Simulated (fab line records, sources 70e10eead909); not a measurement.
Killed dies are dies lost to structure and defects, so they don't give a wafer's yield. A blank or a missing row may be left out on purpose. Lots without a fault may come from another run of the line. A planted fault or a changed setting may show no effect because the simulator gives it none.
A struck lot beside a sound one | flow nand_harc | 30 steps out of a route of 1302
Sound: wafers L130.3, L130.4, L130.6. Struck: wafer L136.3. (L136.1, L136.6 of the same lot were not struck and are left out.) The cause comes at the end.
At each step with rows: each side's tool, then ch and its chambers, then its first start. Under that, the readings that differ: sound wafers | struck wafers | difference of the means | sigmas: that difference in standard deviations of wafers without a fault.
alike: readings whose means differ by less than 2 such deviations, and words and numbers that are the same on both sides. not compared: withheld readings, readings that some wafer has no value for, bounds like >300 that may hide the same value, and numbers for which the record gives no deviation and whose values overlap.
The two part at a step that has a row with sigmas, a row that says differs or no value, or rows on one side only. Numbers that don't overlap but have no deviation are shown without sigmas and don't part them. A reading that every wafer of one side lacks parts them only if that side has two wafers or more.

first, 8 steps without rows for these wafers: NHARC_A_ZERO_WELL_HMDS_03 (time 30 s); NHARC_A_ZERO_WELL_COAT_18 (time 65 s); NHARC_A_ZERO_WELL_COAT_04 (resist thk 600 nm); NHARC_A_ZERO_WELL_SOFTBAKE_05 (time 70 s); NHARC_A_ZERO_WELL_EBR_06; NHARC_A_ZERO_WELL_EXPOSE_07 (exposes mask A ZERO); NHARC_A_ZERO_WELL_PEB_08 (peb time 80 s); NHARC_A_ZERO_WELL_DEVELOP_09 (time 50 s).
NHARC_A_ZERO_WELL_CD_MEAS_10: target cd 2000 nm.
  sound on cd_sem-01 ch 0, day 6 22:38; struck on cd_sem-03 ch 0, day 9 11:26
  alike: cd_nm
then, 1 step without rows for these wafers: NHARC_A_ZERO_WELL_HARDBAKE_11 (time 65 s).
NHARC_A_ZERO_WELL_DESCUM_12: chemistry O2, time 3 s.
  sound on rie_diel-05 ch 1,3, day 6 22:47; struck on rie_diel-05 ch 0, day 9 11:35
  reading             | sound             | struck | difference | sigmas
  o2_flow_sccm (sccm) | 199.8 201.3 201.3 | 199.2  | -1.6       | -2
  alike: drypump_motor_current_A, mfc_ar_sccm, oes_product_au, rf_vpp_V, showerhead_plenum_p_Torr, throttle_valve_pct
  not compared: rf_hours_counter_h
NHARC_A_ZERO_WELL_ETCH_19: etches the open film in N2/H2, target depth 80 nm, overetch 24 nm, time 87.88 s.
  sound on rie_diel-05 ch 2,3, day 6 22:53; struck on rie_diel-05 ch 0, day 9 11:41
  alike: drypump_motor_current_A, mfc_ar_sccm, oes_product_au, rf_vpp_V, showerhead_plenum_p_Torr, throttle_valve_pct
  not compared: rf_hours_counter_h
NHARC_A_ZERO_WELL_ETCH_13: etches the open film in HBr/Cl2, target depth 120 nm, time 40.1 s.
  sound on rie_si-06 ch 0,1,2, day 6 23:00; struck on rie_si-06 ch 0, day 9 11:48
  alike: drypump_motor_current_A, oes_product_au, throttle_valve_pct
  not compared: rf_hours_counter_h
then, 4 steps without rows for these wafers: NHARC_A_ZERO_WELL_STRIP_14 (strips in SPM, time 900 s); NHARC_A_ZERO_WELL_IMPLANT_15; NHARC_A_ZERO_WELL_PRECLEAN_22 (cleans in SC1, time 60 s); NHARC_A_ZERO_WELL_SRD_23.
NHARC_A_ZERO_WELL_RTA_16: time 10 s.
  sound on rtp_anneal-02 ch 0, day 6 23:57; struck on rtp_anneal-02 ch 0, day 9 12:47
  alike: anneal_temp_c_max, lamp_power_pct, lamp_zone_5_pct, wafer_temp_C_max
NHARC_A_ZERO_WELL_INSPECT_17:
  sound on defect_inspect-01, day 7 00:06; struck on defect_inspect-01, day 9 12:58
  reading          | sound  | struck | difference | sigmas
  raw_defect_count | 10 9 7 | 764    | +755       | +99 or more
then, 3 steps without rows for these wafers: NHARC_A_SOURCE_PLATE_PRECLEAN_00 (cleans in HF-LAST, time 60 s); NHARC_A_SOURCE_PLATE_SRD_01; NHARC_A_SOURCE_PLATE_OXIDE_02 (material SiO2, target thk 10 nm, ox time 1362 s).
NHARC_A_SOURCE_PLATE_THK_MEAS_09: measures by ellipsometry.
  sound on film_metro-02, day 7 07:17; struck on film_metro-01, day 9 20:19
  alike: thk_nm
then, 3 steps without rows for these wafers: NHARC_A_SOURCE_PLATE_PVD_04 (deposits WSi2, target thk 50 nm); NHARC_A_SOURCE_PLATE_CVD_03 (deposits poly-Si, target thk 200 nm, time 4000 s); NHARC_A_SOURCE_PLATE_ANNEAL_05 (time 1800 s).
NHARC_A_SOURCE_PLATE_THK_MEAS_06: measures by ellipsometry.
  sound on film_metro-01, day 7 20:11; struck on film_metro-02, day 10 09:26
  alike: thk_nm
NHARC_A_SOURCE_PLATE_INSPECT_08:
  sound on defect_inspect-02, day 7 20:18; struck on defect_inspect-01, day 10 09:31
  reading          | sound    | struck | difference | sigmas
  raw_defect_count | 77 71 38 | 783    | +721       | +42
then, 1 step without rows for these wafers: NHARC_A_ONON_D1_DEP_00 (target thk 1000 nm).
-- the record jumps here: 18 days lie between the struck wafers' starts before and after (it left off in module A_ONON_D1 and takes up again in module END, whose first step shown is number 1302 of the route) --
NHARC_END_SORT_01:
  the record has rows for the struck wafers here (prober-01 ch 0, day 28 00:55) and none for the sound ones

WHERE THEY PART
First at NHARC_A_ZERO_WELL_DESCUM_12; last, within this record, at NHARC_END_SORT_01.

WHY: what the simulator had put in
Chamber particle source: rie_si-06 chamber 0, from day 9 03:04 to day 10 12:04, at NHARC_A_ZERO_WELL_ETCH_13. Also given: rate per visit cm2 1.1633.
